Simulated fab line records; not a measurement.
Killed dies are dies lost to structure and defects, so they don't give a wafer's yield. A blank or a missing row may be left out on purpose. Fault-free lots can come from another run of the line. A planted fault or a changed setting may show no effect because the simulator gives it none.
Matching of chambers	flow nand harc	4 sister chambers for NHARC_A_STAIRCASE_DESCUM_252 on rie diel-09
The step chemistry O2, time 3 s. 8 wafers are shown with their chamber, then 8 later ones without.

## WAFERS, EACH WITH ITS CHAMBER
wafer	chamber	drypump motor current A (A)	showerhead plenum p Torr (Torr)
L080.2	2	5.6	1.83
L081.3	3	4.9	1.92
L084.3	1	5.5	1.82
L084.4	3	4.8	1.91
L089.1	0	5.8	2.04
L089.2	1	5.5	1.81
L089.6	0	5.8	2.04
L087.1	2	5.6	1.83

## WAFERS WHOSE CHAMBER IS MISSING
wafer	drypump motor current A (A)	showerhead plenum p Torr (Torr)
L087.3	5.8	2.04
L087.4	4.9	1.91
L093.1	5.5	1.81
L093.5	5.8	2.04
L093.6	5.5	1.81
L095.1	5.8	2.03
L095.3	5.6	1.82
L095.5	5.5	1.81

## THE CHAMBER EACH PASSED THROUGH
wafer	from the rows above	in truth
L087.3	0	0
L087.4	3	3
L093.1	1	1
L093.5	0	0
L093.6	1	1
L095.1	0	0
L095.3	can't be placed: 2 or 1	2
L095.5	1	1
Correctly placed: 7 of 8. Unplaceable from these rows: 1, with the true chamber sitting among the candidates in 1. Number placed wrongly: 0.
How it was worked out, from the rows above alone: a wafer's distance from a chamber is the root of the sum, over the readings, of the square of ((its reading less the chamber's mean) divided by the reading's scatter). The wafer belongs to the nearest chamber; if the next one is less than 2 further off, it can't be placed. The mean given for a chamber averages the wafers shown for that chamber. How the scatter is found: for the shown wafers, subtract from each reading the mean of its chamber, square and add these, divide the total by (wafers less chambers), then take the root.
